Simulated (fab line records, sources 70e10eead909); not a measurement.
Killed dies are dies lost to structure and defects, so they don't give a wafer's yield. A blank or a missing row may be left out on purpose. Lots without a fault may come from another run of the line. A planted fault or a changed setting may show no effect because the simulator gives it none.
Problem report in the 8D (eight disciplines) form, filled by code | flow nand_harc | the parts of the form that need people (team, actions taken, sign-off) are left out

1. THE PROBLEM
run_length_s at NHARC_A_CONTACT_ETCH_75 reads a mean of 71.9 s on 2 wafers of 2 lots; wafers without a fault read 86.2 s with a standard deviation of 0.46. That is -31 standard deviations from the usual mean.
The step: etches the open film in CF4, target depth 39 nm, time 65 s.
First seen on wafer L392.1, day 18 08:53, on rie_diel-02. The record holds 32 wafers of 12 lots with a number at this step. Rule for "out", or "out of limits": more than 4 standard deviations from the usual mean. The other wafers with a number count as sound.

2. WHAT IT IS AND WHAT IT IS NOT
question                    | is                     | is not
which readings at this step | run_length_s           | drypump_motor_current_A, oes_product_au, rf_vpp_V, showerhead_plenum_p_Torr, throttle_valve_pct
which lots                  | L392, L394             | L385, L386, L387, L388, L389, L391, L395, L396, L397, L402
which wafers of those lots  | all that have a number | -
read on which tools         | rie_diel-02            | rie_diel-01, rie_diel-12
when                        | from day 18 08:53      | up to then (15 sound wafers); but 15 sound wafers of L391, L395, L396, L397, L402 came after

3. SUSPECTS, AND WHAT RULES EACH OUT
Counting: a tool at a process step up to the reading stays a suspect if it ran every lot that is out and no sound lot after the first of them.
- rie_diel-12 at NHARC_A_CONTACT_STRIP_55 (strips in O2): ruled out as a lasting fault. Sound lots L396, L402 ran on it after its first lot that is out, L392 (day 18 07:56). NHARC_A_CONTACT_STRIP_55 gives no start for some lots, so the hours and the order of its lots are those of NHARC_A_CONTACT_DEP_58.
- pecvd-02 at NHARC_A_CONTACT_DEP_58 (deposits SiON, target thk 60 nm): ruled out as a lasting fault. Sound lots L395 ran on it after its first lot that is out, L392 (day 18 07:56).
- rie_diel-02 at NHARC_A_CONTACT_ETCH_75 (etches the open film in CF4, target depth 39 nm, time 65 s): kept. It ran every lot that is out, first L392 (day 18 08:53), and no sound lot after that; its last sound lot up to then is L388 (day 17 03:19). Its own readings are out on those wafers: run_length_s.
Left after counting: rie_diel-02 at NHARC_A_CONTACT_ETCH_75.

4. THE CAUSE (what the simulator had put in)
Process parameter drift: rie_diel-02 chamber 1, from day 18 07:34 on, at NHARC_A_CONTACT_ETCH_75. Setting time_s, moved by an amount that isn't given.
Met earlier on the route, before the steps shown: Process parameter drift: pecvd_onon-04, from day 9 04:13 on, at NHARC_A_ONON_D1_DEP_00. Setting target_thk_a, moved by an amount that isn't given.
Counting left only this tool.

5. THE CHAIN OF EFFECTS, in route order
Each row: a reading whose mean over the struck wafers that have a number lies more than 3 standard deviations from the usual. Only readings for which the record gives a usual standard deviation are gone through. hours: the time from each lot's start at the first step in this table that gives one to its start at this step, as a median over the lots. sigmas: the change in usual standard deviations.
hours | step                    | reading      | usual  | on struck wafers | change | sigmas
0     | NHARC_A_CONTACT_ETCH_75 | run_length_s | 86.2 s | 71.9             | -14.3  | -31
The process steps in it:
- NHARC_A_CONTACT_ETCH_75: etches the open film in CF4, target depth 39 nm, time 65 s.

6. WHAT WOULD HAVE CAUGHT IT SOONER
In this record the first reading out of limits was taken at day 18 08:53, 1 hour after the fault began at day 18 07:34.
